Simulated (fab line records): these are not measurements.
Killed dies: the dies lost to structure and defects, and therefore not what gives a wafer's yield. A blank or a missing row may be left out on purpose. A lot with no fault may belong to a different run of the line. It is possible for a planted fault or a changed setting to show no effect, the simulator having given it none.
Chamber matching	flow n5 finfet	rie diel-06 running N5_BEOL_M8_DESCUM_33: 4 sister chambers
The step chemistry O2, time 7 s. 8 wafers are shown with their chamber, then 12 later ones without.

WAFERS PAIRED WITH THEIR CHAMBERS
wafer	chamber	drypump motor current A (A)	showerhead plenum p Torr (Torr)
L085.2	0	5.3	2.24
L085.5	2	5.4	2.21
L087.3	1	6.7	2.00
L087.4	0	5.3	2.23
L087.6	1	6.7	2.00
L089.4	3	5.1	2.18
L089.5	3	5.2	2.18
L089.6	2	5.4	2.21

WAFERS WHOSE CHAMBER IS MISSING
wafer	drypump motor current A (A)	showerhead plenum p Torr (Torr)
L092.1	5.3	2.23
L092.3	6.6	2.00
L092.6	5.3	2.23
L096.1	6.7	1.99
L096.2	5.4	2.20
L096.3	5.1	2.18
L096.4	5.3	2.23
L096.5	6.7	1.99
L096.6	5.4	2.20
L097.1	5.2	2.18
L097.3	5.3	2.23
L097.5	5.4	2.20

EACH ONE'S CHAMBER
wafer	from the rows above	in truth
L092.1	0	0
L092.3	1	1
L092.6	0	0
L096.1	1	1
L096.2	2	2
L096.3	3	3
L096.4	0	0
L096.5	1	1
L096.6	2	2
L097.1	3	3
L097.3	0	0
L097.5	2	2
Correct placement for 12 of the 12. Can't be placed from these rows: 0. 0 placed wrongly.
How it was worked out, from the rows above alone: a wafer's distance from a chamber is the root of the sum, over the readings, of the square of ((its reading less the chamber's mean) divided by the reading's scatter). The wafer belongs to the nearest chamber; if the next one is less than 2 further off, it can't be placed. The mean given for a chamber averages the wafers shown for that chamber. The scatter: take each reading less its chamber's mean, square it, sum over the shown wafers, divide by the number of wafers less the number of chambers, and take the root.
